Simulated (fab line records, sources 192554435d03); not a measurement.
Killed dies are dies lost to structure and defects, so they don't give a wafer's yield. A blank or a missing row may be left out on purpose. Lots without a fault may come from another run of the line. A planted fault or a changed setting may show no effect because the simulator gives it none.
Which tool did it? | flow n5_finfet | 23 lots, 69 wafers sampled, at 4 steps of a route of 1938

WHAT THE GAUGES READ, wafer by wafer
N5_BEOL_M8_INSPECT_30: inspects for defects (brightfield).
lot  | measured     | on                | raw_defect_count
L074 | day 9 04:23  | defect_inspect-02 | 500 410 484
L075 | day 9 10:26  | defect_inspect-02 | 547 376 502
L076 | day 9 13:49  | defect_inspect-02 | 333 453 268
L077 | day 9 22:35  | defect_inspect-01 | 442 354 351
L078 | day 9 22:38  | defect_inspect-01 | 436 650 425
L079 | day 10 11:42 | defect_inspect-02 | 396 372 472
L080 | day 10 19:23 | defect_inspect-01 | 392 446 418
L081 | day 10 23:25 | defect_inspect-02 | 394 543 456
L082 | day 11 12:04 | defect_inspect-01 | 279 327 249
L083 | day 11 17:41 | defect_inspect-01 | 308 437 530
L084 | day 11 22:01 | defect_inspect-02 | 446 422 435
L085 | day 11 21:55 | defect_inspect-02 | 445 344 450
L086 | day 12 14:49 | defect_inspect-02 | 395 428 337
L088 | day 12 17:23 | defect_inspect-02 | 321 372 499
L089 | day 12 18:31 | defect_inspect-01 | 357 355 444
L090 | day 13 05:33 | defect_inspect-02 | 411 379 490
L091 | day 13 11:52 | defect_inspect-02 | 354 392 333
L092 | day 13 16:16 | defect_inspect-02 | 315 308 339
L093 | day 14 13:20 | defect_inspect-02 | 466 453 434
L094 | day 14 13:10 | defect_inspect-01 | 429 582 401
L095 | day 14 14:34 | defect_inspect-01 | 390 308 337
L096 | day 15 04:41 | defect_inspect-02 | 329 354 352
L097 | day 15 08:59 | defect_inspect-02 | 375 526 435

WHICH TOOL RAN EACH LOT (tool, then ch and the chambers of the sampled wafers, then the start)
lot  | N5_BEOL_M7_ETCH_66                 | N5_BEOL_M7_ANNEAL_51             | N5_BEOL_M8_ETCH_62
L074 | rie_diel-01 ch 1,2, day 8 20:26    | rtp_anneal-01 ch 0, day 8 22:29  | rie_diel-04 ch 0,2, day 9 02:19
L075 | rie_diel-03 ch 0,1, day 9 02:54    | rtp_anneal-01 ch 0, day 9 06:02  | rie_diel-04 ch 0,1,2, day 9 09:38
L076 | rie_diel-03 ch 0,1,3, day 9 04:54  | rtp_anneal-02 ch 0, day 9 08:43  | rie_diel-05 ch 0,2,3, day 9 12:46
L077 | rie_diel-02 ch 2,3, day 9 14:00    | rtp_anneal-02 ch 0, day 9 16:17  | rie_diel-05 ch 0,3, day 9 19:57
L078 | rie_diel-01 ch 1,2,3, day 9 14:25  | rtp_anneal-01 ch 0, day 9 17:35  | rie_diel-06 ch 0,2,3, day 9 20:23
L079 | rie_diel-01 ch 1,2,3, day 10 04:24 | rtp_anneal-01 ch 0, day 10 07:47 | rie_diel-05 ch 0,1,3, day 10 10:39
L080 | rie_diel-01 ch 1,3, day 10 10:32   | rtp_anneal-02 ch 0, day 10 13:11 | rie_diel-04 ch 0,1,3, day 10 17:40
L081 | rie_diel-03 ch 2,3, day 10 16:08   | rtp_anneal-02 ch 0, day 10 18:32 | rie_diel-06 ch 1,2,3, day 10 21:34
L082 | rie_diel-02 ch 0,2, day 11 02:55   | rtp_anneal-01 ch 0, day 11 06:41 | rie_diel-05 ch 2,3, day 11 11:10
L083 | rie_diel-01 ch 0,1, day 11 09:14   | rtp_anneal-01 ch 0, day 11 10:52 | rie_diel-05 ch 2,3, day 11 13:46
L084 | rie_diel-03 ch 0,2,3, day 11 12:05 | rtp_anneal-01 ch 0, day 11 14:04 | rie_diel-04 ch 0,2,3, day 11 19:14
L085 | rie_diel-03 ch 0,2, day 11 12:29   | rtp_anneal-02 ch 0, day 11 17:42 | rie_diel-06 ch 0,1,2, day 11 20:32
L086 | rie_diel-03 ch 0,1,2, day 12 08:35 | rtp_anneal-01 ch 0, day 12 10:35 | rie_diel-05 ch 2,3, day 12 13:23
L088 | rie_diel-02 ch 0,1, day 12 09:34   | rtp_anneal-01 ch 0, day 12 12:19 | rie_diel-06 ch 0,1,3, day 12 16:29
L089 | rie_diel-03 ch 0,1, day 12 11:29   | rtp_anneal-01 ch 0, day 12 15:05 | rie_diel-04 ch 0,2,3, day 12 17:45
L090 | rie_diel-02 ch 0,1,3, day 12 22:13 | rtp_anneal-02 ch 0, day 13 00:23 | rie_diel-06 ch 0,1, day 13 03:03
L091 | rie_diel-03 ch 1,2, day 13 05:44   | rtp_anneal-02 ch 0, day 13 07:51 | rie_diel-06 ch 0,1,2, day 13 10:41
L092 | rie_diel-02 ch 1,2,3, day 13 08:19 | rtp_anneal-02 ch 0, day 13 10:21 | rie_diel-05 ch 1,2,3, day 13 13:39
L093 | rie_diel-03 ch 0,1,2, day 14 05:44 | rtp_anneal-02 ch 0, day 14 08:41 | rie_diel-04 ch 0,1,2, day 14 12:07
L094 | rie_diel-01 ch 0,2,3, day 14 05:58 | rtp_anneal-02 ch 0, day 14 09:01 | rie_diel-05 ch 1,2, day 14 11:56
L095 | rie_diel-02 ch 0,3, day 14 06:43   | rtp_anneal-02 ch 0, day 14 09:30 | rie_diel-05 ch 1,2,3, day 14 13:44
L096 | rie_diel-01 ch 1,3, day 14 18:44   | rtp_anneal-02 ch 0, day 14 23:07 | rie_diel-05 ch 0,1, day 15 02:14
L097 | rie_diel-01 ch 0,2, day 14 23:31   | rtp_anneal-01 ch 0, day 15 01:54 | rie_diel-05 ch 1,2,3, day 15 05:54
- N5_BEOL_M7_ETCH_66: etches SOC in N2/H2, target depth 80 nm, overetch 16 nm, time 120 s.
- N5_BEOL_M7_ANNEAL_51: time 90 s.
- N5_BEOL_M8_ETCH_62: etches SOC in N2/H2, target depth 110 nm, overetch 22 nm, time 165 s.

WHAT THE TOOLS THEMSELVES READ (means of the sampled wafers that have a number; where no wafer has one, the mark that the record gives instead)
N5_BEOL_M7_ETCH_66.
lot  | tool        | bias_w (W) | drypump_motor_current_A (A) | oes_product_au (a.u.) | rf_vpp_V (V) | showerhead_plenum_p_Torr (Torr) | throttle_valve_pct (%)
L074 | rie_diel-01 | 150.0      | 5.8                         | 0.56                  | 522.6        | 2.50                            | 17.9
L075 | rie_diel-03 | 149.7      | 6.1                         | 0.57                  | 526.7        | 2.64                            | 18.1
L076 | rie_diel-03 | 150.4      | 5.9                         | 0.56                  | 525.1        | 2.55                            | 17.9
L077 | rie_diel-02 | 149.9      | 5.2                         | 0.55                  | 522.5        | 2.53                            | 17.8
L078 | rie_diel-01 | 149.9      | 5.7                         | 0.57                  | 522.8        | 2.50                            | 18.0
L079 | rie_diel-01 | 149.4      | 5.7                         | 0.56                  | 522.4        | 2.50                            | 18.0
L080 | rie_diel-01 | 149.9      | 5.4                         | 0.55                  | 524.2        | 2.52                            | 17.9
L081 | rie_diel-03 | 149.9      | 5.8                         | 0.61                  | 522.7        | 2.49                            | 17.7
L082 | rie_diel-02 | 150.5      | 5.9                         | 0.54                  | 523.6        | 2.53                            | 18.4
L083 | rie_diel-01 | 150.0      | 5.6                         | 0.53                  | 523.5        | 2.50                            | 17.8
L084 | rie_diel-03 | 150.4      | 5.8                         | 0.61                  | 525.0        | 2.57                            | 17.7
L085 | rie_diel-03 | 149.9      | 5.8                         | 0.61                  | 526.7        | 2.65                            | 17.8
L086 | rie_diel-03 | 149.6      | 6.0                         | 0.61                  | 526.4        | 2.64                            | 17.9
L088 | rie_diel-02 | 150.2      | 6.0                         | 0.62                  | 522.8        | 2.49                            | 17.9
L089 | rie_diel-03 | 149.8      | 5.9                         | 0.55                  | 525.5        | 2.62                            | 18.0
L090 | rie_diel-02 | 149.8      | 5.8                         | 0.60                  | 523.3        | 2.51                            | 17.9
L091 | rie_diel-03 | 149.8      | 6.1                         | 0.66                  | 526.9        | 2.66                            | 17.9
L092 | rie_diel-02 | 149.7      | 5.4                         | 0.58                  | 522.7        | 2.51                            | 17.7
L093 | rie_diel-03 | 149.6      | 6.0                         | 0.60                  | 527.2        | 2.64                            | 17.9
L094 | rie_diel-01 | 150.0      | 5.8                         | 0.61                  | 522.6        | 2.48                            | 17.7
L095 | rie_diel-02 | 149.8      | 5.7                         | 0.57                  | 523.2        | 2.54                            | 17.9
L096 | rie_diel-01 | 150.0      | 5.5                         | 0.53                  | 522.9        | 2.50                            | 18.0
L097 | rie_diel-01 | 150.3      | 5.9                         | 0.65                  | 521.8        | 2.48                            | 17.5

N5_BEOL_M7_ANNEAL_51.
lot  | tool          | anneal_temp_c_max | wafer_temp_C_max
L074 | rtp_anneal-01 | 226.32            | 226.10
L075 | rtp_anneal-01 | 226.90            | 225.85
L076 | rtp_anneal-02 | 225.98            | 226.16
L077 | rtp_anneal-02 | 226.18            | 226.22
L078 | rtp_anneal-01 | 226.78            | 225.98
L079 | rtp_anneal-01 | 226.50            | 226.02
L080 | rtp_anneal-02 | 226.50            | 226.39
L081 | rtp_anneal-02 | 226.36            | 225.97
L082 | rtp_anneal-01 | 226.41            | 226.11
L083 | rtp_anneal-01 | 226.39            | 226.19
L084 | rtp_anneal-01 | 226.20            | 226.11
L085 | rtp_anneal-02 | 226.25            | 226.04
L086 | rtp_anneal-01 | 226.18            | 225.81
L088 | rtp_anneal-01 | 226.38            | 225.80
L089 | rtp_anneal-01 | 226.43            | 225.92
L090 | rtp_anneal-02 | 226.59            | 226.15
L091 | rtp_anneal-02 | 226.28            | 225.90
L092 | rtp_anneal-02 | 226.18            | 226.15
L093 | rtp_anneal-02 | 226.18            | 225.95
L094 | rtp_anneal-02 | 226.43            | 226.08
L095 | rtp_anneal-02 | 226.15            | 226.28
L096 | rtp_anneal-02 | 226.86            | 225.79
L097 | rtp_anneal-01 | 226.65            | 226.09

N5_BEOL_M8_ETCH_62.
lot  | tool        | bias_w (W) | drypump_motor_current_A (A) | oes_product_au (a.u.) | rf_vpp_V (V) | showerhead_plenum_p_Torr (Torr) | throttle_valve_pct (%)
L074 | rie_diel-04 | 149.8      | 5.5                         | 0.71                  | 523.4        | 2.54                            | 17.88
L075 | rie_diel-04 | 150.1      | 5.3                         | 0.65                  | 524.4        | 2.57                            | 18.05
L076 | rie_diel-05 | 149.8      | 6.0                         | 0.69                  | 527.0        | 2.68                            | 17.74
L077 | rie_diel-05 | 149.6      | 5.8                         | 0.71                  | 527.8        | 2.70                            | 17.78
L078 | rie_diel-06 | 149.3      | 5.9                         | 0.62                  | 524.9        | 2.58                            | 17.81
L079 | rie_diel-05 | 149.4      | 5.6                         | 0.73                  | 526.8        | 2.66                            | 17.72
L080 | rie_diel-04 | 150.6      | 5.5                         | 0.69                  | 522.6        | 2.52                            | 17.76
L081 | rie_diel-06 | 149.8      | 6.0                         | 0.60                  | 524.5        | 2.56                            | 17.85
L082 | rie_diel-05 | 150.2      | 6.1                         | 0.70                  | 527.7        | 2.69                            | 17.80
L083 | rie_diel-05 | 149.7      | 5.8                         | 0.71                  | 528.3        | 2.70                            | 17.83
L084 | rie_diel-04 | 150.0      | 5.4                         | 0.76                  | 523.5        | 2.52                            | 17.66
L085 | rie_diel-06 | 150.2      | 6.0                         | 0.61                  | 525.0        | 2.56                            | 17.72
L086 | rie_diel-05 | 149.5      | 5.8                         | 0.70                  | 527.7        | 2.70                            | 17.84
L088 | rie_diel-06 | 149.9      | 5.9                         | 0.69                  | 523.2        | 2.51                            | 17.72
L089 | rie_diel-04 | 150.4      | 5.4                         | 0.75                  | 523.4        | 2.52                            | 17.68
L090 | rie_diel-06 | 149.8      | 6.0                         | 0.76                  | 522.7        | 2.49                            | 17.47
L091 | rie_diel-06 | 150.1      | 6.0                         | 0.68                  | 525.5        | 2.56                            | 17.61
L092 | rie_diel-05 | 149.9      | 5.7                         | 0.71                  | 526.9        | 2.66                            | 17.79
L093 | rie_diel-04 | 149.8      | 5.3                         | 0.75                  | 523.5        | 2.55                            | 17.83
L094 | rie_diel-05 | 149.7      | 6.0                         | 0.69                  | 525.4        | 2.64                            | 17.78
L095 | rie_diel-05 | 149.9      | 5.7                         | 0.70                  | 525.7        | 2.65                            | 17.81
L096 | rie_diel-05 | 150.1      | 5.5                         | 0.70                  | 525.1        | 2.60                            | 17.73
L097 | rie_diel-05 | 150.3      | 5.7                         | 0.69                  | 526.7        | 2.65                            | 17.81

THE ANSWER, worked out from the rows above alone
Rule: what is usual is taken from the lots themselves. Put in order of their means at a reading, lots are off if they are a third of the lots or fewer, leave a main group of 4 or more, and stand apart from it by a gap of 3 or more times the standard deviation of the main group's means; of several such gaps the widest counts. A main group whose means are all the same, to the digits that the tables above print for the reading, isn't used. A lot without any number at a reading at which 4 lots or more have one is off too. The other lots that the step has rows for count as sound. The gauges are gone through in route order, then the tools' own readings, and for those a lot's mean is taken as printed above. The first step at which some lot is off is used, and at that step the reading that is off furthest; a lot without a number counts as furthest.
No lot is off at any reading shown: from this, nothing can be told.

WHAT THE SIMULATOR HAD PUT IN
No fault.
